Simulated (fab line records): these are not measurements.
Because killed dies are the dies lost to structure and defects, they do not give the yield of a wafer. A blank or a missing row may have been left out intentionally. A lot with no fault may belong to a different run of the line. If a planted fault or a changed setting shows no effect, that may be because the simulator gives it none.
fab line records	flow n5_finfet
record lots=6	wafers=18	last_day=18
route steps=1938 shown FIN_CUT@157 BEOL_M4@1111 PASSIVATION@1936
lots that met no fault: from a run of the same line without faults
start_h: the number of hours between the record's first day and the start of the first shown wafer of the lot	wait_h: time in hours since the lot's previous step	" same as the row above	L1.1+2: several wafers, shown together as one row	- no value, or no start given	* or withheld: withheld	< > ~ a bound
route shown NAME@n: names a module that has steps shown in the file, with the first one's number in the route	usual: the fault-free wafers' mean and standard deviation	same: alike in all rows	chamber/n: place in a boat	sites: each site's reading	_std_site: standard deviation of those values	_edge_site: inner sites' mean taken away from outer sites' mean	radius_mm: for every site, how far away it sits from the centre of the wafer	mask NAME#n: copy n	behind: tool/chamber where the wafer was last shaped	hold: cause of the lot's hold/its duration in hours/its outcome	device: which transistor (n, p or np) failed to switch	end of line: the route-end tests of the same wafers	where a step has no rows: the recipe by itself	killed: not the wafer's yield, but the dies lost to structure and defects at the first sort	map: a wafer's dies, x killed, . not, _ none there
set.NAME: the setting that was run; set.NAME@STEP: the one run at that earlier step	model.NAME: the simulator's own value behind a step, which no gauge read
certain route steps with their lots: each step a table, each wafer a row
services: when a tool's chamber went out of use (start_h, in hours from the record's first day, below 0 if earlier), for how many hours, and the reason
## steps
# step N5_FIN_CUT_COAT_02
# recipe resist=CAR-EUV	spin_rpm=1500	resist_thk_nm=30
# step N5_FIN_CUT_EBR_04
# recipe solvent=PGMEA	ebr_width_mm=1.5
# step N5_FIN_CUT_SOFTBAKE_03
# recipe temp_c=110	time_s=60	resist=CAR-EUV
# step N5_FIN_CUT_EXPOSE_05
# recipe mask_id=FIN_CUT	na=0.33	source_shape=annular	sigma_inner=0.35	sigma_outer=0.8	polarization=unpolarized	dose_mj=45.75
# step N5_FIN_CUT_PEB_06
# recipe peb_temp_c=100	peb_time_s=60	resist=CAR-EUV
# step N5_FIN_CUT_DEVELOP_07
# recipe develop_time_s=30	developer=TMAH	resist=CAR-EUV	rinse_liquid=surfactant_rinse	dry=air_spin	dev_temp_c=23
# step N5_FIN_CUT_CD_MEAS_08
# recipe target_cd_nm=29.1	landing_energy_ev=500	detector=se_inlens	polarity=opening
# usual cd_nm=29.10/0.24
lot.wafer	tool	chamber	start_h	wait_h	cd_nm
L320.3	cd_sem-02	0	51.61	-	29.14
L320.4	"	0	"	"	28.96
L320.5	"	0	"	"	28.89
L322.1	cd_sem-03	0	63.55	-	29.06
L322.2	"	0	"	"	29.38
L322.6	"	0	"	"	29.35
L325.1	cd_sem-02	0	81.20	-	28.85
L325.3	"	0	"	"	28.67
L325.5	"	0	"	"	28.90
L330.1	cd_sem-01	0	112.09	-	29.41
L330.4	"	0	"	"	29.37
L330.5	"	0	"	"	29.09
L333.1	cd_sem-03	0	129.20	-	29.00
L333.3	"	0	"	"	28.54
L333.5	"	0	"	"	29.17
L339.2	cd_sem-01	0	165.02	-	29.57
L339.3	"	0	"	"	29.03
L339.6	"	0	"	"	29.01
# step N5_FIN_CUT_OVL_MEAS_09
# recipe points_per_wafer=522
# usual FIN_CUT_OVL=-0.2/0.7
lot.wafer	tool	chamber	start_h	wait_h	FIN_CUT_OVL[nm]
L320.3	overlay-01	0	51.65	0.0	-1.5
L320.4	"	0	"	"	0.0
L320.5	"	0	"	"	-0.5
L322.1	overlay-02	0	63.58	0.0	0.2
L322.2	"	0	"	"	-0.2
L322.6	"	0	"	"	0.7
L325.1	overlay-01	0	81.23	0.0	-0.2
L325.3	"	0	"	"	-0.3
L325.5	"	0	"	"	0.2
L330.1	overlay-02	0	112.12	0.0	0.9
L330.4	"	0	"	"	-0.6
L330.5	"	0	"	"	-0.1
L333.1	overlay-01	0	129.23	0.0	0.4
L333.3	"	0	"	"	-0.2
L333.5	"	0	"	"	0.5
L339.2	overlay-01	0	165.05	0.0	0.6
L339.3	"	0	"	"	0.0
L339.6	"	0	"	"	0.4
# step N5_FIN_CUT_INSPECT_10
# recipe mode=adi	inspect_instrument=brightfield
# usual raw_defect_count=43/11
lot.wafer	tool	chamber	start_h	wait_h	raw_defect_count
L320.3	defect_inspect-01	-	51.70	0.0	42
L320.4	"	-	"	"	31
L320.5	"	-	"	"	38
L322.1	defect_inspect-02	-	63.64	0.1	62
L322.2	"	-	"	"	66
L322.6	"	-	"	"	41
L325.1	defect_inspect-02	-	81.29	0.1	41
L325.3	"	-	"	"	39
L325.5	"	-	"	"	31
L330.1	defect_inspect-02	-	112.18	0.1	38
L330.4	"	-	"	"	59
L330.5	"	-	"	"	49
L333.1	defect_inspect-01	-	129.29	0.1	40
L333.3	"	-	"	"	32
L333.5	"	-	"	"	35
L339.2	defect_inspect-01	-	165.10	0.0	75
L339.3	"	-	"	"	25
L339.6	"	-	"	"	31
# step N5_FIN_CUT_DESCUM_13
# recipe chemistry=O2	time_s=7	source_power_w=50	bias_power_w=20	pressure_mtorr=20	rf_frequency_hz=2.712e+07	temp_c=40	resist=CAR-EUV	o2_flow_sccm=225
# usual chamber_pressure_mTorr=19.999/0.017	drypump_motor_current_A=5.8/0.62	oes_product_au=0.76/0.071	rf_vpp_V=243.3/1.2	showerhead_plenum_p_Torr=2.10/0.074	throttle_valve_pct=20.4/0.39
lot.wafer	tool	chamber	start_h	wait_h	chamber_pressure_mTorr	drypump_motor_current_A	oes_product_au	rf_hours_counter_h	rf_vpp_V	showerhead_plenum_p_Torr	throttle_valve_pct
L320.3	rie_diel-04	1	51.73	0.0	19.991	5.3	0.87	56	243.4	2.04	20.0
L320.4	"	2	"	"	19.986	5.2	0.77	116	243.3	2.12	20.1
L320.5	"	0	"	"	20.023	5.8	0.77	-	241.2	1.94	20.3
L322.1	rie_diel-03	0	63.85	0.2	20.013	5.1	0.73	191	244.4	2.08	20.7
L322.2	"	1	"	"	19.975	6.3	0.72	185	242.8	2.16	20.1
L322.6	"	2	"	"	20.009	5.6	0.76	-	243.2	2.11	20.8
L325.1	rie_diel-03	1	81.33	0.0	19.993	6.3	0.72	187	243.4	2.16	20.1
L325.3	"	0	"	"	19.993	5.1	0.72	198	242.8	2.08	20.8
L325.5	"	1	"	"	20.021	6.3	0.72	-	244.0	2.16	20.1
L330.1	rie_diel-04	3	112.22	0.0	20.007	6.2	0.74	182	242.6	2.06	20.2
L330.4	"	1	"	"	20.007	5.3	0.85	66	243.7	2.03	20.0
L330.5	"	3	"	"	19.993	6.2	0.74	-	244.8	2.06	20.2
L333.1	rie_diel-04	0	129.32	0.0	19.980	5.9	0.76	113	241.3	1.93	20.4
L333.3	"	1	"	"	20.009	5.3	0.84	71	242.4	2.03	20.0
L333.5	"	3	"	"	20.029	6.2	0.74	-	244.1	2.06	20.2
L339.2	rie_diel-03	1	165.14	0.0	19.996	6.3	0.69	219	243.5	2.15	20.1
L339.3	"	2	"	"	19.986	5.6	0.74	200	243.4	2.10	20.9
L339.6	"	1	"	"	19.973	6.3	0.70	-	244.3	2.15	20.1
# step N5_FIN_CUT_ETCH_30
# recipe chemistry=N2/H2	target=underlayer	target_depth_a=130	mask_material=CAR-EUV	time_s=10.4	ion_energy_ev=200	pressure_mtorr=30	source_w=840	bias_w=150	n2_flow_sccm=200	h2_flow_sccm=200	ends=cleared
# usual bias_w=150.0/0.46	chamber_pressure_mTorr=30.002/0.027	drypump_motor_current_A=5.8/0.62	etch_rf_on_time_s=10.44/0.23	oes_product_au=0.65/0.062	rf_vpp_V=524.0/2.5	showerhead_plenum_p_Torr=2.55/0.087	throttle_valve_pct=17.9/0.36
lot.wafer	tool	chamber	start_h	wait_h	bias_w	chamber_pressure_mTorr	drypump_motor_current_A	etch_rf_on_time_s	oes_product_au	rf_hours_counter_h	rf_vpp_V	showerhead_plenum_p_Torr	throttle_valve_pct
L320.3	rie_diel-04	1	51.76	0.0	149.6	29.962	5.3	10.15	0.75	56	521.5	2.48	17.5
L320.4	"	2	"	"	149.7	30.031	5.2	10.50	0.66	116	523.9	2.55	17.5
L320.5	"	0	"	"	149.2	30.023	5.8	10.52	0.67	-	519.5	2.38	17.8
L322.1	rie_diel-03	0	63.88	0.0	150.4	30.007	5.1	10.46	0.62	191	523.7	2.51	18.1
L322.2	"	1	"	"	149.3	29.964	6.3	10.45	0.62	185	526.9	2.63	17.5
L322.6	"	2	"	"	150.4	29.962	5.6	10.37	0.66	-	523.2	2.52	18.0
L325.1	rie_diel-03	1	81.36	0.0	150.3	29.991	6.3	10.37	0.61	187	526.1	2.63	17.5
L325.3	"	0	"	"	150.0	30.031	5.2	10.37	0.62	198	523.8	2.51	18.1
L325.5	"	1	"	"	149.7	29.920	6.3	10.32	0.62	-	527.5	2.63	17.6
L330.1	rie_diel-04	3	112.25	0.0	150.1	29.965	6.3	10.34	0.63	182	524.4	2.52	17.7
L330.4	"	1	"	"	149.6	30.043	5.3	10.13	0.74	66	522.1	2.47	17.5
L330.5	"	3	"	"	150.3	29.899	6.3	10.24	0.64	-	522.1	2.52	17.7
L333.1	rie_diel-04	0	129.36	0.0	150.0	30.018	5.8	10.46	0.65	113	518.9	2.37	17.9
L333.3	"	1	"	"	150.4	30.004	5.3	10.22	0.74	71	521.8	2.47	17.6
L333.5	"	3	"	"	150.0	29.972	6.3	10.19	0.64	-	524.2	2.52	17.8
L339.2	rie_diel-03	1	165.17	0.0	150.4	30.003	6.3	10.28	0.61	219	526.8	2.62	17.6
L339.3	"	2	"	"	150.6	30.001	5.7	10.43	0.63	200	523.8	2.50	18.0
L339.6	"	1	"	"	150.5	29.985	6.3	10.41	0.60	-	526.0	2.62	17.6
# step N5_FIN_CUT_ETCH_20
# recipe chemistry=CF4	target=SiARC	target_depth_a=260	mask_material=CAR-EUV	time_s=43.3	ion_energy_ev=80	pressure_mtorr=40	source_w=545	bias_w=36	Ar_flow_sccm=100	cf4_flow_sccm=100	ends=cleared
# usual bias_w=36.00/0.1	chamber_pressure_mTorr=40.00/0.035	drypump_motor_current_A=5.8/0.62	etch_rf_on_time_s=43.5/0.73	oes_product_au=0.65/0.06	rf_vpp_V=184.2/1.2	showerhead_plenum_p_Torr=2.15/0.07	throttle_valve_pct=15.6/0.35
lot.wafer	tool	chamber	start_h	wait_h	bias_w	chamber_pressure_mTorr	drypump_motor_current_A	etch_rf_on_time_s	oes_product_au	rf_hours_counter_h	rf_vpp_V	showerhead_plenum_p_Torr	throttle_valve_pct
L320.3	rie_diel-04	1	51.78	0.0	36.11	39.94	5.3	43.1	0.74	56	183.0	2.08	15.1
L320.4	"	2	"	"	35.98	40.03	5.2	45.0	0.65	116	185.5	2.15	15.2
L320.5	"	0	"	"	36.15	40.01	5.9	43.9	0.67	-	182.5	1.99	15.5
L322.1	rie_diel-03	0	63.90	0.0	36.12	40.00	5.1	43.4	0.62	191	183.2	2.14	15.9
L322.2	"	1	"	"	35.99	40.02	6.3	43.6	0.62	185	184.4	2.21	15.3
L322.6	"	2	"	"	35.87	39.96	5.6	43.0	0.65	-	183.4	2.13	15.8
L325.1	rie_diel-03	1	81.38	0.0	36.03	40.03	6.3	43.1	0.62	187	184.6	2.21	15.3
L325.3	"	0	"	"	36.02	40.05	5.1	43.5	0.62	198	184.3	2.14	15.9
L325.5	"	1	"	"	35.92	40.01	6.3	43.0	0.62	-	185.3	2.21	15.4
L330.1	rie_diel-04	3	112.27	0.0	36.16	40.04	6.2	42.7	0.63	182	183.3	2.14	15.6
L330.4	"	1	"	"	35.84	40.06	5.3	42.9	0.73	66	182.0	2.08	15.2
L330.5	"	3	"	"	36.10	39.97	6.2	43.1	0.63	-	184.7	2.14	15.6
L333.1	rie_diel-04	0	129.38	0.0	36.09	40.00	5.9	42.8	0.65	113	181.5	1.99	15.5
L333.3	"	1	"	"	36.11	39.95	5.3	42.8	0.73	71	183.9	2.08	15.2
L333.5	"	3	"	"	35.97	40.00	6.2	42.8	0.64	-	184.4	2.14	15.6
L339.2	rie_diel-03	1	165.19	0.0	36.16	40.02	6.3	43.7	0.60	219	184.7	2.20	15.4
L339.3	"	2	"	"	36.18	40.08	5.6	43.2	0.64	200	184.9	2.12	15.8
L339.6	"	1	"	"	36.11	40.01	6.4	43.4	0.60	-	184.3	2.20	15.4
# step N5_FIN_CUT_ETCH_21
# recipe chemistry=N2/H2	target=SOC	target_depth_a=2190	overetch_a=438	mask_material=SiARC	temp_c=40	ion_energy_ev=100	bias_w=61	time_s=523.5	pressure_mtorr=30	source_w=850	n2_flow_sccm=200	h2_flow_sccm=200
# usual bias_w=61.01/0.19	chamber_pressure_mTorr=29.996/0.028	drypump_motor_current_A=5.8/0.62	oes_product_au=0.70/0.06	rf_vpp_V=240.8/1.4	showerhead_plenum_p_Torr=2.55/0.087	throttle_valve_pct=17.8/0.36
lot.wafer	tool	chamber	start_h	wait_h	bias_w	chamber_pressure_mTorr	drypump_motor_current_A	oes_product_au	rf_hours_counter_h	rf_vpp_V	showerhead_plenum_p_Torr	throttle_valve_pct	model.SiARC_of_FIN_CUT_COAT_19.thk_nm
L320.3	rie_diel-04	1	51.82	0.0	61.37	29.998	5.3	0.80	56	240.6	2.48	17.5	11.6
L320.4	"	2	"	"	61.07	30.009	5.2	0.72	116	239.4	2.55	17.4	12.2
L320.5	"	0	"	"	61.17	29.965	5.9	0.71	-	238.8	2.38	17.8	12
L322.1	rie_diel-03	0	63.94	0.0	58.08	30.044	5.1	0.67	191	233.1	2.51	18.0	12.2
L322.2	"	1	"	"	57.91	29.986	6.3	0.67	185	234.9	2.63	17.5	12.2
L322.6	"	2	"	"	57.69	30.006	5.6	0.71	-	233.0	2.52	17.9	12.2
L325.1	rie_diel-03	1	81.42	0.0	57.71	30.047	6.3	0.67	187	233.9	2.63	17.5	12
L325.3	"	0	"	"	57.86	30.038	5.1	0.67	198	234.5	2.51	18.0	12.2
L325.5	"	1	"	"	57.88	29.984	6.3	0.67	-	235.0	2.63	17.5	12
L330.1	rie_diel-04	3	112.31	0.0	61.26	29.979	6.2	0.68	182	240.2	2.52	17.7	11.8
L330.4	"	1	"	"	61.40	30.036	5.3	0.78	66	239.1	2.47	17.5	11.6
L330.5	"	3	"	"	60.92	30.025	6.3	0.68	-	240.1	2.52	17.7	11.8
L333.1	rie_diel-04	0	129.42	0.0	60.88	29.996	5.8	0.71	113	237.6	2.37	17.8	11.8
L333.3	"	1	"	"	61.07	29.983	5.3	0.77	71	240.5	2.47	17.5	11.6
L333.5	"	3	"	"	61.03	30.007	6.3	0.67	-	239.8	2.52	17.7	11.8
L339.2	rie_diel-03	1	165.23	0.0	60.69	30.002	6.3	0.64	219	241.6	2.62	17.6	12
L339.3	"	2	"	"	61.09	29.987	5.6	0.69	200	239.7	2.50	18.0	11.8
L339.6	"	1	"	"	61.04	30.027	6.3	0.65	-	241.1	2.62	17.6	12
# step N5_FIN_CUT_STRIP_23
# recipe chemistry=N2/H2	temp_c=40	n2_flow_sccm=200	h2_flow_sccm=200	rf_frequency_hz=6e+07
# step N5_BEOL_M4_RC_MEAS_101
# usual DIBL_N=36.5/2	DIBL_P=36.5/2.3	IOFF_N=0.16/0.036	IOFF_P=0.21/0.037	ION_N=672/12	ION_P=459/7.1	SS_N=71.6/0.73	SS_P=73.4/0.76	VT_N=250/3.3	VT_P=-250.5/2.9
lot.wafer	tool	chamber	start_h	wait_h	DIBL_N[mV/V]	DIBL_P[mV/V]	IOFF_N[nA/um]	IOFF_P[nA/um]	ION_N[uA/um]	ION_P[uA/um]	SS_N[mV/dec]	SS_P[mV/dec]	VT_N[mV]	VT_P[mV]
L320.3	prober-01	0	199.73	0.3	36.9	35.4	0.15	0.18	661	446	71.9	73.3	252	-254.4
L320.4	"	0	"	"	34.8	33.5	0.12	0.17	655	448	70.8	72.5	253	-254.3
L320.5	"	0	"	"	39.9	40.3	0.22	0.28	683	467	71.9	74.7	245	-246.8
L322.1	prober-02	0	201.65	0.0	36.4	34.9	0.16	0.21	673	462	71.0	73.2	248	-249.7
L322.2	"	0	"	"	36.3	34.2	0.18	0.21	690	467	71.5	72.9	245	-250.3
L322.6	"	0	"	"	38.9	37.4	0.23	0.27	687	466	72.2	74.3	245	-246.5
L325.1	prober-02	0	229.43	0.0	35.0	35.5	0.13	0.18	672	459	71.7	72.7	250	-250.2
L325.3	"	0	"	"	32.3	32.5	0.11	0.15	662	457	71.0	72.0	253	-253.1
L325.5	"	0	"	"	35.6	37.0	0.16	0.22	679	464	71.3	73.5	247	-247.0
L330.1	prober-02	0	257.60	0.0	40.6	41.6	0.23	0.31	680	466	72.2	74.7	245	-246.1
L330.4	"	0	"	"	40.2	39.0	0.21	0.25	649	444	73.9	73.9	249	-250.4
L330.5	"	0	"	"	37.8	38.2	0.16	0.24	648	452	72.4	73.2	254	-251.2
L333.1	prober-01	0	280.17	0.0	36.2	34.6	0.16	0.19	672	456	71.8	74.1	247	-253.7
L333.3	"	0	"	"	34.5	32.5	0.12	0.16	665	454	71.2	72.4	255	-256.7
L333.5	"	0	"	"	35.0	33.4	0.13	0.17	671	459	70.8	72.3	249	-251.9
L339.2	prober-01	0	332.22	0.2	41.1	42.9	0.27	0.25	704	461	72.7	75.0	245	-252.2
L339.3	"	0	"	"	35.5	37.8	0.14	0.19	664	454	71.2	73.7	253	-253.2
L339.6	"	0	"	"	36.7	38.2	0.16	0.19	677	455	71.6	74.5	251	-254.5
# step N5_PASSIVATION_PROBE_49
# usual defect_limited_yield=91.4/1.4	killed_at_M0_to_M3=33/11	killed_at_M4_up=13/5.3	killed_at_contacts=13/6.1	killed_at_front_end=40/11	killed_at_other=2.9/2.7	killed_dies=102/17	killed_open=68/13	killed_short=32/7.5	sort_bin_4_leakage=0.00/0.022	sort_bin_5_function=5.1/0.98	sort_bin_6_memory=3.2/0.69	sort_bin_8_speed=0.1/1.1	sort_n_pass=1077/21	sort_yield_pct=91.3/1.7
# same gross_dies=1180	killed_at_back_side=0
lot.wafer	tool	chamber	start_h	wait_h	defect_limited_yield[%]	killed_at_M0_to_M3	killed_at_M4_up	killed_at_contacts	killed_at_front_end	killed_at_other	killed_dies	killed_open	killed_short	sort_bin_4_leakage[%]	sort_bin_5_function[%]	sort_bin_6_memory[%]	sort_bin_8_speed[%]	sort_n_pass	sort_yield_pct[%]
L320.3	prober-02	-	316.87	0.1	92.1	29	10	7	44	3	93	67	23	0	4.7	2.9	0	1087	92.1
L320.4	prober-02	-	316.92	0.2	89.6	45	18	14	44	2	123	79	41	0	7.4	2.6	0	1057	89.6
L320.5	prober-02	-	316.97	0.2	91.7	40	12	10	34	2	98	59	39	0	4.9	3.0	0	1082	91.7
L322.1	prober-02	-	320.44	0.0	90.6	32	26	17	32	4	111	86	25	0	5.9	3.4	0	1069	90.6
L322.2	prober-02	-	320.49	0.1	91.6	44	15	18	21	1	99	61	37	0	5.6	2.4	0	1081	91.6
L322.6	prober-02	-	320.69	0.3	92.8	21	18	16	29	1	85	56	28	0	4.4	2.5	0	1095	92.8
L325.1	prober-01	-	349.32	0.0	93.2	23	14	6	36	1	80	52	27	0	4.4	2.2	0	1100	93.2
L325.3	prober-01	-	349.42	0.1	92.9	27	16	14	27	0	84	45	33	0	4.4	2.5	0	1096	92.9
L325.5	prober-01	-	349.52	0.2	95.0	22	3	3	30	1	59	34	24	0	2.8	2.0	0	1121	95.0
L330.1	prober-01	-	378.38	0.0	93.5	27	7	13	30	0	77	44	32	0	3.4	3.1	0	1103	93.5
L330.4	prober-01	-	378.53	0.2	92.0	29	4	12	45	4	94	55	36	0	4.5	2.8	0.1	1085	91.9
L330.5	prober-01	-	378.58	0.2	92.9	30	7	11	36	0	84	55	29	0	4.1	2.8	0	1096	92.9
L333.1	prober-01	-	399.58	0.0	89.2	62	24	10	31	1	128	86	42	0	6.4	4.0	0	1052	89.2
L333.3	prober-01	-	399.68	0.1	88.0	37	28	9	66	2	142	94	46	0	6.5	5.3	0	1038	88.0
L333.5	prober-01	-	399.78	0.2	92.8	27	10	16	26	6	85	56	27	0	4.7	2.2	0	1095	92.8
L339.2	prober-02	-	437.18	0.1	92.2	38	10	5	37	2	92	59	31	0.25	5.0	2.5	0	1085	91.9
L339.3	prober-02	-	437.23	0.1	93.6	23	5	1	46	0	75	54	21	0	3.6	2.2	0	1105	93.6
L339.6	prober-02	-	437.38	0.3	90.0	52	8	7	50	1	118	70	48	0	6.2	3.6	0	1062	90.0
# killed by level:class
L320.3 STI_FIN_REVEAL:geometric_particle:open=8 BEOL_M0_SAQP:geometric_particle:open=8 BEOL_M3:geometric_particle:open=7 MOL_CONTACT_COAG:geometric_particle:open=6 BEOL_M1:geometric_particle:open=5 GATE_CUT:geometric_particle:short=5 BEOL_M2:geometric_particle:open=5 FIN_SAQP:geometric_particle:open=4
L320.4 MOL_CONTACT_COAG:geometric_particle:open=13 STI_FIN_REVEAL:geometric_particle:open=12 BEOL_M0_SAQP:geometric_particle:open=12 BEOL_M0_SAQP:geometric_particle:short=10 BEOL_M4:geometric_particle:open=8 FIN_SAQP:geometric_particle:open=7 BEOL_M1:geometric_particle:open=6 FIN_SAQP:geometric_particle:short=5
L320.5 BEOL_M0_SAQP:geometric_particle:open=11 BEOL_M0_SAQP:geometric_particle:short=10 FIN_SAQP:geometric_particle:open=8 BEOL_M3:geometric_particle:open=8 MOL_CONTACT_COAG:geometric_particle:open=7 FIN_SAQP:geometric_particle:short=6 STI_FIN_REVEAL:geometric_particle:open=6 BEOL_M1:geometric_particle:open=5
L322.1 BEOL_M4:geometric_particle:open=18 BEOL_M0_SAQP:geometric_particle:open=13 MOL_CONTACT_COAG:geometric_particle:open=12 STI_FIN_REVEAL:geometric_particle:open=9 BEOL_M1:geometric_particle:open=7 BEOL_M3:geometric_particle:open=6 MOL_CONTACT_COAG:geometric_particle:short=5 FIN_SAQP:geometric_particle:open=4
L322.2 MOL_CONTACT_COAG:geometric_particle:open=16 BEOL_M0_SAQP:geometric_particle:short=12 GATE_CUT:geometric_particle:short=8 BEOL_M0_SAQP:geometric_particle:open=8 BEOL_M4:geometric_particle:open=7 BEOL_M3:geometric_particle:open=5 BEOL_M2:geometric_particle:open=5 BEOL_M5:geometric_particle:open=5
L322.6 MOL_CONTACT_COAG:geometric_particle:open=15 BEOL_M4:geometric_particle:short=7 BEOL_M1:geometric_particle:open=6 BEOL_M4:geometric_particle:open=6 GATE_CUT:geometric_particle:short=5 BEOL_M5:geometric_particle:open=5 FIN_SAQP:geometric_particle:short=4 STI_FIN_REVEAL:geometric_particle:open=4
L325.1 STI_FIN_REVEAL:geometric_particle:open=13 BEOL_M0_SAQP:geometric_particle:short=9 DUMMY_GATE:geometric_particle:open=8 FIN_SAQP:geometric_particle:short=5 MOL_CONTACT_COAG:geometric_particle:open=5 BEOL_M0_SAQP:geometric_particle:open=4 BEOL_M2:geometric_particle:open=4 BEOL_M8:geometric_particle:open=4
L325.3 BEOL_M0_SAQP:geometric_particle:short=10 MOL_CONTACT_COAG:geometric_particle:open=7 MOL_CONTACT_COAG:geometric_particle:short=7 BEOL_M4:geometric_particle:open=7 FIN_SAQP:geometric_particle:open=6 STI_FIN_REVEAL:geometric_particle:open=6 BEOL_M0_SAQP:geometric_particle:open=6 FIN_SAQP:geometric_particle:short=4
L325.5 FIN_SAQP:geometric_particle:short=9 BEOL_M0_SAQP:geometric_particle:open=6 STARTING-WAFER:geometric_particle:short=5 FIN_SAQP:geometric_particle:open=4 BEOL_M1:geometric_particle:open=4 DUMMY_GATE:geometric_particle:open=3 MOL_CONTACT_COAG:geometric_particle:open=3 BEOL_M2:geometric_particle:open=3
L330.1 MOL_CONTACT_COAG:geometric_particle:open=11 BEOL_M0_SAQP:geometric_particle:open=8 BEOL_M0_SAQP:geometric_particle:short=8 FIN_SAQP:geometric_particle:open=6 GATE_CUT:geometric_particle:short=6 BEOL_M1:geometric_particle:open=5 ILD0:geometric_particle:short=4 FIN_CUT:geometric_particle:short=3
L330.4 FIN_SAQP:geometric_particle:open=17 MOL_CONTACT_COAG:geometric_particle:open=11 BEOL_M0_SAQP:geometric_particle:short=8 GATE_CUT:geometric_particle:short=6 BEOL_M0_SAQP:geometric_particle:open=5 STARTING-WAFER:geometric_particle:short=5 FIN_SAQP:geometric_particle:short=4 BEOL_M1:geometric_particle:open=3
L330.5 MOL_CONTACT_COAG:geometric_particle:open=10 BEOL_M0_SAQP:geometric_particle:open=9 FIN_SAQP:geometric_particle:short=6 FIN_SAQP:geometric_particle:open=5 GATE_CUT:geometric_particle:open=5 BEOL_M0_SAQP:geometric_particle:short=5 BEOL_M2:geometric_particle:open=5 BEOL_M2:geometric_particle:short=5
L333.1 BEOL_M0_SAQP:geometric_particle:short=15 BEOL_M0_SAQP:geometric_particle:open=15 MOL_CONTACT_COAG:geometric_particle:open=9 BEOL_M3:geometric_particle:open=9 BEOL_M4:geometric_particle:open=9 FIN_SAQP:geometric_particle:open=8 STI_FIN_REVEAL:geometric_particle:open=8 BEOL_M2:geometric_particle:open=7
L333.3 STI_FIN_REVEAL:geometric_particle:open=16 BEOL_M4:geometric_particle:open=14 FIN_SAQP:geometric_particle:short=13 FIN_SAQP:geometric_particle:open=12 BEOL_M0_SAQP:geometric_particle:open=10 GATE_CUT:geometric_particle:short=8 MOL_CONTACT_COAG:geometric_particle:open=8 BEOL_M0_SAQP:geometric_particle:short=7
L333.5 MOL_CONTACT_COAG:geometric_particle:open=11 BEOL_M0_SAQP:geometric_particle:open=8 BEOL_M4:geometric_particle:open=7 MOL_CONTACT_COAG:geometric_particle:short=5 STI_FIN_REVEAL:geometric_particle:open=4 STARTING-WAFER:geometric_particle:open=4 PASS1_CAP:geometric_particle:short=4 DUMMY_GATE:geometric_particle:open=3
L339.2 BEOL_M0_SAQP:geometric_particle:short=10 BEOL_M1:geometric_particle:open=9 STI_FIN_REVEAL:geometric_particle:open=7 STARTING-WAFER:geometric_particle:open=7 BEOL_M3:geometric_particle:open=7 FIN_SAQP:geometric_particle:short=5 MOL_CONTACT_COAG:geometric_particle:open=5 BEOL_M2:geometric_particle:open=5
L339.3 BEOL_M3:geometric_particle:open=11 DUMMY_GATE:geometric_particle:open=10 FIN_SAQP:geometric_particle:short=9 STI_FIN_REVEAL:geometric_particle:open=9 GATE_CUT:geometric_particle:open=6 BEOL_M0_SAQP:geometric_particle:short=4 STARTING-WAFER:geometric_particle:open=4 FIN_SAQP:geometric_particle:open=3
L339.6 BEOL_M0_SAQP:geometric_particle:short=15 STI_FIN_REVEAL:geometric_particle:open=12 BEOL_M0_SAQP:geometric_particle:open=10 BEOL_M3:geometric_particle:open=10 GATE_CUT:geometric_particle:short=7 BEOL_M1:geometric_particle:open=7 FIN_SAQP:geometric_particle:short=6 MOL_CONTACT_COAG:geometric_particle:open=6
## services
tool	chamber	start_h	hours	kind
rie_diel-04	0	37.92	4.8	repair
rie_diel-03	3	64.95	12.8	repair
rie_diel-03	1	65.00	11.8	repair
rie_diel-04	-	79.77	28.1	pm
rie_diel-03	3	133.54	12.3	repair
rie_diel-03	2	143.43	10.1	repair
## key
first_sign step=N5_FIN_CUT_ETCH_21	reading=bias_w	direction=down	sigmas=16	usual=*	struck=*
effect step=N5_FIN_CUT_ETCH_21	reading=rf_vpp_V	direction=down	sigmas=4.7	usual=240.8	struck=234.1
model_effect step=N5_FIN_CUT_ETCH_21	value=SiARC_of_FIN_CUT_COAT_19.thk_nm	without=11.87	struck=12.13
met_at N5_FIN_CUT_ETCH_21
struck_wafers L322.1,L322.2,L322.6,L325.1,L325.3,L325.5
fault kind=process_parameter_drift	tool=rie_diel-03	chamber=-	onset_h=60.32	steps=N5_FIN_CUT_ETCH_21	channel=bias_w	offset=*	shape=step	end_h=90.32	acts_in=*	stated=*
